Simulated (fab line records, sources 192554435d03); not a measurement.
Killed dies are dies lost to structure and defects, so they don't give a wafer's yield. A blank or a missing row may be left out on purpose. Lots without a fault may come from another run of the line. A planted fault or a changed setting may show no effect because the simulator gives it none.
Split-lot experiment | flow n5_finfet | 7 lots, 21 wafers read, on a route of 1938 steps

THE SPLIT
At N5_BEOL_M12_ETCH_68 (etches SOC in N2/H2, time 285 s), the setting time_s was moved away from the recipe's 285 s on 7 of the 21 wafers read, by +8.0% to +22.1%. The other wafers ran this setting at the recipe's value.

The reading is taken at the split's own step.

THE READING
SiARC_of_BEOL_M12_COAT_66.thk_nm (the simulator's own value, which no gauge read), in nm, at N5_BEOL_M12_ETCH_68 (etches SOC in N2/H2, time 285 s). The file gives no usual value for it. The 14 wafers here that ran the recipe average 85.8 nm, standard deviation 0.38 nm.

wafer  | tool, chamber at the split | time_s as run, s | against the recipe | SiARC_of_BEOL_M12_COAT_66.thk_nm, nm | against lot-mates on the recipe
L074.1 | rie_diel-04, 1             | 285              | recipe             | 85.4                                 | -
L074.5 | rie_diel-04, 1             | 285              | recipe             | 85.6                                 | -
L074.6 | rie_diel-04, 0             | 285              | recipe             | 86                                   | -
L076.4 | rie_diel-04, 0             | 285              | recipe             | 86                                   | -
L076.5 | rie_diel-04, 0             | 285              | recipe             | 86                                   | -
L076.6 | rie_diel-04, 3             | 285              | recipe             | 85.8                                 | -
L081.3 | rie_diel-03, 3             | 285              | recipe             | 85.2                                 | -
L081.5 | rie_diel-03, 1             | 285              | recipe             | 86                                   | -
L081.6 | rie_diel-03, 2             | 285              | recipe             | 86.4                                 | -
L086.1 | rie_diel-04, 1             | 348.1            | +22.1%             | 81.2                                 | no lot-mate on the recipe
L086.3 | rie_diel-04, 2,0           | 348.1            | +22.1%             | 81                                   | no lot-mate on the recipe
L086.6 | rie_diel-04, 2,0           | 348.1            | +22.1%             | 81                                   | no lot-mate on the recipe
L089.1 | rie_diel-03, 0             | 285              | recipe             | 85.2                                 | -
L089.2 | rie_diel-03, 2             | 285              | recipe             | 86.2                                 | -
L089.4 | rie_diel-03, 1             | 285              | recipe             | 85.4                                 | -
L090.1 | rie_diel-04, 0             | 285              | recipe             | 86.2                                 | -
L090.3 | rie_diel-04, 2             | 307.8            | +8.0%              | 83.6                                 | -2.6
L090.5 | rie_diel-04, 0             | 307.8            | +8.0%              | 84.4                                 | -1.8
L091.2 | rie_diel-01, 0             | 337.9            | +18.6%             | 81.2                                 | -5.0
L091.4 | rie_diel-01, 3             | 285              | recipe             | 86.2                                 | -
L091.5 | rie_diel-01, 2             | 337.9            | +18.6%             | 82.6                                 | -3.6
Where a row lists several chambers, the file gives one row for several wafers and doesn't say which wafer went through which chamber.

THE FIT
A straight line over all 21 wafers: SiARC_of_BEOL_M12_COAT_66.thk_nm changes by -0.214 nm for each +1% of time_s; r = -0.98; the points scatter about the line by 0.42 nm.
The same after taking each lot's own level away (the mean of its wafers on the recipe; 18 wafers): -0.237 nm for each +1%; r = -0.96; scatter 0.43 nm.
On that fit, the largest move of time_s shifts the reading by 5.2 nm.
The lots' own levels span 85.60 to 86.20 nm, that is 1.6 times the standard deviation above.
So the lot-to-lot level changes the slope little: the two slopes agree.
Check: with one of the wafers moved furthest among these (+18.6%) left out of the fit, the line predicts -3.99 nm for it against its lot-mates. It came out at -5 nm against them.

OTHER SPLITS ON THESE WAFERS
These wafers also went through other splits before the reading. Each is held against what the fit with the lots' levels taken away leaves over:
other split on the same wafers      | wafers away from the commonest value | r with SiARC_of_BEOL_M12_COAT_66.thk_nm (lot level and that fit taken away)
N5_BEOL_M9_COAT_05 spin_rpm         | 5                                    | +0.28
N5_BEOL_M9_CMP_52 down_force_psi    | 6                                    | +0.11
N5_BEOL_M10_TRENCH_ETCH_37 source_w | 8                                    | -0.06
N5_BEOL_M11_ILD_DEP_00 time_s       | 8                                    | -0.13
N5_BEOL_M11_COAT_59 spin_rpm        | 4                                    | -0.31

THE FILE'S OWN FIT
SiARC_of_BEOL_M12_COAT_66.thk_nm changes by -0.238 nm for each +1% of time_s, r = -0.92.
